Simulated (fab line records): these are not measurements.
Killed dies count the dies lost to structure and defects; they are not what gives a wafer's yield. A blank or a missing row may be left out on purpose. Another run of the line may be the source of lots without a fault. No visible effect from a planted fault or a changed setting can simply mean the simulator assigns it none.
Comparing a struck lot with a sound one / flow n5Finfet / 15 out of 1938 route steps
Sound: these wafers, L278.1, L278.4, L278.6. Struck: wafer L288.6. (L288.2, L288.5 of the same lot were not struck and are left out.) The cause comes at the end.
Per side, at each step with rows, come the tool, then ch with its chambers, and then its first start. Under that, the readings that differ: sound wafers / struck wafers / difference of the means / sigmas: that difference in standard deviations of wafers without a fault.
alike: words and numbers the same on both sides, and readings whose means are apart by under 2 such deviations; not compared: readings that were withheld, readings missing a value for some wafer, numbers with overlapping values and no deviation given by the record, and bounds like >300 which may hide the same value.
The two part at a step that has a row with sigmas, a row that says differs or no value, or rows on one side only. Numbers that don't overlap but have no deviation are shown without sigmas and don't part them. A reading that every wafer of one side lacks parts them only if that side has two wafers or more.

first, 3 steps without rows for these wafers: N5_BEOL_M7_EXPOSE_25 (exposes mask V6, target cd 40 nm); N5_BEOL_M7_PEB_26 (peb time 60 s); N5_BEOL_M7_DEVELOP_27 (develop time 30 s).
N5_BEOL_M7_CD_MEAS_28: target cd 40 nm.
  sound on cdSem-01 ch 0, day 10 12:56; struck on cdSem-01 ch 0, day 12 17:28
  alike: cdNm
N5_BEOL_M7_OVL_MEAS_29:
  sound on overlay-01 ch 0, day 10 12:58; struck on overlay-02 ch 0, day 12 17:30
  alike: V6_OVL
N5_BEOL_M7_INSPECT_30: inspects for defects (brightfield).
  sound: defectInspect-01 at day 10 13:01; struck: defectInspect-01 at day 12 17:41
  alike: rawDefectCount
N5_BEOL_M7_DESCUM_33: chemistry O2, time 7 s.
  sound on rieDiel-02 ch 0,1, day 10 13:36; struck on rieDiel-02 ch 1, day 12 17:43
  alike: chamberPressureMTorr, drypumpMotorCurrentA, oesProductAu, rfVppV, showerheadPlenumPTorr, throttleValvePct
  not compared: rfHoursCounterH
N5_BEOL_M7_ETCH_72: etches underlayer in N2/H2, target depth 6.5 nm, time 5.2 s.
  sound on rieDiel-02 ch 0,1, day 10 13:38; struck on rieDiel-02 ch 1, day 12 17:45
  alike: chamberPressureMTorr, drypumpMotorCurrentA, etchRfOnTimeS, n2FlowSccm, oesProductAu, rfVppV, showerheadPlenumPTorr, throttleValvePct
  not compared: rfHoursCounterH
N5_BEOL_M7_ETCH_65: etches SiARC in CF4, target depth 15.6 nm, time 26 s.
  sound on rieDiel-02 ch 0,1, day 10 13:39; struck on rieDiel-02 ch 1, day 12 17:46
  alike: chamberPressureMTorr, drypumpMotorCurrentA, etchRfOnTimeS, oesProductAu, rfVppV, showerheadPlenumPTorr, throttleValvePct
  not compared: rfHoursCounterH
N5_BEOL_M7_ETCH_66: etches SOC in N2/H2, target depth 80 nm, overetch 16 nm, time 120 s.
  sound on rieDiel-02 ch 0,1, day 10 13:41; struck on rieDiel-02 ch 1, day 12 17:47
  alike: chamberPressureMTorr, drypumpMotorCurrentA, n2FlowSccm, oesProductAu, rfVppV, runLengthS, showerheadPlenumPTorr, throttleValvePct
  not compared: rfHoursCounterH
then, 2 steps without rows for these wafers: N5_BEOL_M7_STRIP_69 (strips in N2/H2); N5_BEOL_M7_STRIP_73 (strips in N2/H2).
N5_BEOL_M7_VIA_ETCH_34: etches SiCOH lowk in C4F6/O2, target depth 125.5 nm, time 50.5 s.
  sound on rieDiel-02 ch 0,1, day 10 13:47; struck on rieDiel-02 ch 1, day 12 17:53
reading=runLengthS (s); sound=74.4 74.6 73.3; struck=91.5; difference=+17.4; sigmas=+36
reading=model.etch.depthNm (nm); sound=123.5 123.7 127.4; struck=164.6; difference=+39.7; sigmas=
reading=model.SOC_of_BEOL_M7_COAT_63.thkNm (nm); sound=53.8 53.8 54; struck=52; difference=-2; sigmas=
reading=model.BEOL_M7.cdNm (nm); sound=40.2 40 40.6; struck=39.8; difference=-0.5; sigmas=
  alike: C4F6_flow_sccm, chamberPressureMTorr, drypumpMotorCurrentA, oes_f_703_au, oesProductAu, rfVppV, showerheadPlenumPTorr, throttleValvePct
  not compared: rfHoursCounterH
then, 2 steps without rows for these wafers: N5_BEOL_M7_STRIP_76 (strips in C4F6/O2); N5_PASSIVATION_PROBE_49.

WHERE THEY PART
Only at N5_BEOL_M7_VIA_ETCH_34, as far as this record shows.

WHY: what the simulator had put in
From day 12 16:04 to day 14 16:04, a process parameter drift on rieDiel-02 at N5_BEOL_M7_VIA_ETCH_34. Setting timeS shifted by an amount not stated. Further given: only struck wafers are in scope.
